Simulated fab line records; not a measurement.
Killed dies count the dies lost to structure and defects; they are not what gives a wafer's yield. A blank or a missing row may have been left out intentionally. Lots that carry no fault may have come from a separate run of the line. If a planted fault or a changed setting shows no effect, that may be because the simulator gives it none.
What tool caused it? | flow n5-finfet | 11 lots with 33 wafers sampled at 3 steps, on a route of 1938 steps

== WHAT EACH GAUGE READ, for each wafer ==
N5_PASSIVATION_CD_MEAS_30: the cd target is 4000 nm.
lot  | measured     | on        | cd-nm (nm)
L616 | day 11 21:57 | cd-sem-02 | 4001.0 4002.8 4002.1
L617 | day 12 17:43 | cd-sem-01 | 3995.4 3998.4 3994.4
L623 | day 13 09:55 | cd-sem-03 | 3999.4 3998.8 3995.3
L625 | day 14 08:35 | cd-sem-01 | 3999.4 4002.2 4002.9
L626 | day 15 09:52 | cd-sem-03 | 3996.1 3996.4 3997.6
L627 | day 15 09:32 | cd-sem-02 | 4000.8 4000.7 3998.7
L628 | day 15 14:38 | cd-sem-03 | 3999.8 3999.0 3996.0
L632 | day 16 11:58 | cd-sem-01 | 3999.9 4000.0 4002.2
L633 | day 16 12:53 | cd-sem-03 | 4002.2 3999.9 4004.3
L636 | day 17 17:56 | cd-sem-02 | 4000.1 4001.7 4003.7
L639 | day 17 13:18 | cd-sem-02 | 3999.5 4004.0 4002.6

N5_PASSIVATION_OVL_MEAS_63.
lot  | measured     | on         | PAD_OVL (nm)
L616 | day 11 21:59 | overlay-02 | -4 -7 -10
L617 | day 12 17:44 | overlay-02 | -3 0 -5
L623 | day 13 09:57 | overlay-02 | -2 -2 -2
L625 | day 14 08:37 | overlay-01 | -2 0 5
L626 | day 15 09:54 | overlay-02 | 3 -2 -3
L627 | day 15 09:34 | overlay-01 | -12 -1 -4
L628 | day 15 14:40 | overlay-02 | -1 3 -2
L632 | day 16 11:59 | overlay-02 | -10 -3 -7
L633 | day 16 12:55 | overlay-01 | -4 -12 -13
L636 | day 17 17:58 | overlay-01 | -3 1 -1
L639 | day 17 13:20 | overlay-01 | -6 -2 -2

== TOOL THAT RAN EACH LOT (tool first, then ch and the chambers of the sampled wafers, then the start) ==
lot  | N5_BEOL_M3_SPUTTER_48
L616 | pvd-sputter-01, day 7 07:11
L617 | pvd-sputter-01, day 7 22:02
L623 | pvd-sputter-01, day 8 15:04
L625 | pvd-sputter-02, day 9 15:08
L626 | pvd-sputter-03, day 10 01:44
L627 | pvd-sputter-01, day 10 05:13
L628 | pvd-sputter-03, day 10 07:26
L632 | pvd-sputter-01, day 11 16:10
L633 | pvd-sputter-03, day 11 17:41
L636 | pvd-sputter-03, day 12 09:20
L639 | pvd-sputter-02, day 13 03:01
- N5_BEOL_M3_SPUTTER_48: material Cu, target thk 4.5 nm, time 8.29 s.

== WHAT THE TOOLS THEMSELVES READ (means of the sampled wafers that have a number; where no wafer has one, the mark that the record gives instead) ==
N5_BEOL_M3_SPUTTER_48.
lot  | tool           | chuck-gas-flow-sccm (sccm) | throttle-valve-pct (%)
L616 | pvd-sputter-01 | 1.28                       | 30.9
L617 | pvd-sputter-01 | 1.29                       | 30.2
L623 | pvd-sputter-01 | 1.26                       | 30.9
L625 | pvd-sputter-02 | 1.28                       | 29.9
L626 | pvd-sputter-03 | 1.26                       | 29.1
L627 | pvd-sputter-01 | 1.25                       | 31.3
L628 | pvd-sputter-03 | 1.23                       | 29.7
L632 | pvd-sputter-01 | 1.30                       | 30.3
L633 | pvd-sputter-03 | 1.28                       | 30.0
L636 | pvd-sputter-03 | 1.24                       | 29.1
L639 | pvd-sputter-02 | 1.22                       | 30.0

== THE ANSWER, worked out from the rows above alone ==
Rule: the usual values come from the lots themselves. The widest of any qualifying gaps counts: lots, ordered by their means at a reading, are off when they make up no more than a third of the lots, leave a main group of 4 or more, and stand apart from it by 3 or more times the standard deviation of that group's means. A main group whose means are all the same, to the digits that the tables above print for the reading, isn't used. Also off: a lot with no number at a reading for which 4 or more lots have one. The other lots that the step has rows for count as sound. After the gauges, taken in route order, come the tools' own readings; for these a lot's mean is taken, as printed above. The first step at which some lot is off is used, and at that step the reading that is off furthest; a lot without a number counts as furthest.
Nothing can be told from this: no lot is off at any reading shown.

== WHAT THE SIMULATOR HAD PUT IN ==
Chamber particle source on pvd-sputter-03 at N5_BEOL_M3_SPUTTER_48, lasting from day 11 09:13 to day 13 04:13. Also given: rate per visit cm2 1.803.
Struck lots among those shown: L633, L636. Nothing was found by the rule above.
